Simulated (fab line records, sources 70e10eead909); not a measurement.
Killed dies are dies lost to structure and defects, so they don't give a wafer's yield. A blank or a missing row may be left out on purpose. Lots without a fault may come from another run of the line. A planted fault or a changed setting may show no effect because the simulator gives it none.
Which tool did it? | flow nand_harc | 13 lots, 39 wafers sampled, at 3 steps of a route of 1302

WHAT THE GAUGES READ, wafer by wafer
NHARC_A_CONTACT_CD_MEAS_15. Usual: cd_nm 189.8 nm, standard deviation 0.7.
lot  | measured     | on        | cd_nm (nm)        | flag
L906 | day 22 11:22 | cd_sem-02 | 189.5 190.3 190.8 |
L910 | day 23 19:00 | cd_sem-01 | 190.4 190.4 190.5 |
L909 | day 24 12:45 | cd_sem-02 | 190.3 190.6 190.9 |
L912 | day 25 03:45 | cd_sem-01 | 189.7 190.2 189.9 |
L914 | day 26 02:47 | cd_sem-02 | 189.1 189.8 189.9 |
L911 | day 27 19:43 | cd_sem-02 | 188.6 190.4 189.5 |
L922 | day 30 00:53 | cd_sem-01 | 189.9 189.6 190.0 |
L923 | day 30 12:54 | cd_sem-01 | 190.4 190.3 190.7 |
L924 | day 30 17:41 | cd_sem-03 | 188.4 190.2 188.8 |
L925 | day 30 19:23 | cd_sem-01 | 188.3 189.2 188.6 |
L926 | day 31 03:13 | cd_sem-03 | 189.1 189.4 190.2 |
L928 | day 31 06:33 | cd_sem-03 | 190.3 190.0 189.7 |
L927 | day 31 07:01 | cd_sem-01 | 189.5 191.0 191.6 |

NHARC_A_BLC_CD_MEAS_19. Usual: cd_nm 100 nm, standard deviation 3.2.
lot  | measured     | on        | cd_nm (nm)  | flag
L906 | day 22 15:26 | cd_sem-02 | 104 98 98   |
L910 | day 23 23:09 | cd_sem-02 | 99 100 96   |
L909 | day 24 16:51 | cd_sem-03 | 96 98 104   |
L912 | day 25 08:25 | cd_sem-01 | 105 102 105 |
L914 | day 26 07:05 | cd_sem-01 | 102 108 105 |
L911 | day 27 23:41 | cd_sem-01 | 101 97 94   |
L922 | day 30 04:51 | cd_sem-02 | 97 101 95   |
L923 | day 30 16:59 | cd_sem-03 | 104 103 101 |
L924 | day 30 22:10 | cd_sem-02 | 103 103 105 |
L925 | day 30 23:32 | cd_sem-02 | 98 98 98    |
L926 | day 31 07:13 | cd_sem-02 | 101 100 95  |
L928 | day 31 11:04 | cd_sem-03 | 102 104 102 |
L927 | day 31 11:07 | cd_sem-01 | 100 101 102 |

WHICH TOOL RAN EACH LOT (tool, then ch and the chambers of the sampled wafers, then the start)
lot  | NHARC_A_CONTACT_STRIP_26
L906 | rie_diel-09 ch 2,3, day 22 15:26 or earlier
L910 | rie_diel-02 ch 0,2, day 23 23:09 or earlier
L909 | rie_diel-02 ch 0,2,3, day 24 16:51 or earlier
L912 | rie_diel-13 ch 0,1,2, day 25 08:25 or earlier
L914 | rie_diel-02 ch 0,1,3, day 26 07:05 or earlier
L911 | rie_diel-13 ch 0,1,2, day 27 23:41 or earlier
L922 | rie_diel-02 ch 0,2, day 30 04:51 or earlier
L923 | rie_diel-09 ch 0,1,3, day 30 16:59 or earlier
L924 | rie_diel-02 ch 0,2, day 30 22:10 or earlier
L925 | rie_diel-02 ch 0,1,3, day 30 23:32 or earlier
L926 | rie_diel-02 ch 0,1,3, day 31 07:13 or earlier
L928 | rie_diel-13 ch 0,2,3, day 31 11:04 or earlier
L927 | rie_diel-02 ch 0,3, day 31 11:07 or earlier
- NHARC_A_CONTACT_STRIP_26: strips in O2.

WHAT THE TOOLS THEMSELVES READ (means of the sampled wafers that have a number; where no wafer has one, the mark that the record gives instead)
NHARC_A_CONTACT_STRIP_26. Usual: drypump_motor_current_A 6.2 A, standard deviation 0.49; oes_product_au 0.995 a.u., standard deviation 0.012; rf_vpp_V 57.9 V, standard deviation 0.87; showerhead_plenum_p_Torr 3.54 Torr, standard deviation 0.15; throttle_valve_pct 17.036 %, standard deviation 0.009.
lot  | tool        | drypump_motor_current_A (A) | oes_product_au (a.u.) | rf_vpp_V (V) | showerhead_plenum_p_Torr (Torr) | throttle_valve_pct (%) | flag
L906 | rie_diel-09 | 5.2                         | 0.984                 | 58.6         | 3.58                            | 17.024                 |
L910 | rie_diel-02 | 6.3                         | 0.997                 | 58.1         | 3.57                            | 17.035                 |
L909 | rie_diel-02 | 6.4                         | 0.989                 | 57.9         | 3.50                            | 17.031                 |
L912 | rie_diel-13 | 5.9                         | 1.014                 | 58.6         | 3.62                            | 17.038                 |
L914 | rie_diel-02 | 6.5                         | 0.981                 | 57.3         | 3.49                            | 17.034                 |
L911 | rie_diel-13 | 5.9                         | 1.007                 | 58.2         | 3.60                            | 17.033                 |
L922 | rie_diel-02 | 6.3                         | 0.986                 | 57.1         | 3.62                            | 17.029                 |
L923 | rie_diel-09 | 5.7                         | 0.992                 | 57.9         | 3.52                            | 17.045                 |
L924 | rie_diel-02 | 6.3                         | 0.996                 | 58.0         | 3.55                            | 17.038                 |
L925 | rie_diel-02 | 6.5                         | 0.997                 | 58.6         | 3.48                            | 17.036                 |
L926 | rie_diel-02 | 6.5                         | 0.988                 | 57.7         | 3.48                            | 17.037                 |
L928 | rie_diel-13 | 5.8                         | 1.007                 | 57.7         | 3.64                            | 17.046                 |
L927 | rie_diel-02 | 6.3                         | 0.994                 | 57.6         | 3.55                            | 17.031                 |

THE ANSWER, worked out from the rows above alone
Rule: a lot is off if the mean of its wafers that have a number lies more than 3 standard deviations from the usual mean. A lot without any number at a reading at which 4 lots or more have one is off too. The other lots that the step has rows for count as sound. The gauges are gone through in route order, then the tools' own readings, and for those a lot's mean is taken as printed above. The first step at which some lot is off is used, and at that step the reading that is off furthest; a lot without a number counts as furthest.
No lot is off at any reading shown: from this, nothing can be told.

WHAT THE SIMULATOR HAD PUT IN
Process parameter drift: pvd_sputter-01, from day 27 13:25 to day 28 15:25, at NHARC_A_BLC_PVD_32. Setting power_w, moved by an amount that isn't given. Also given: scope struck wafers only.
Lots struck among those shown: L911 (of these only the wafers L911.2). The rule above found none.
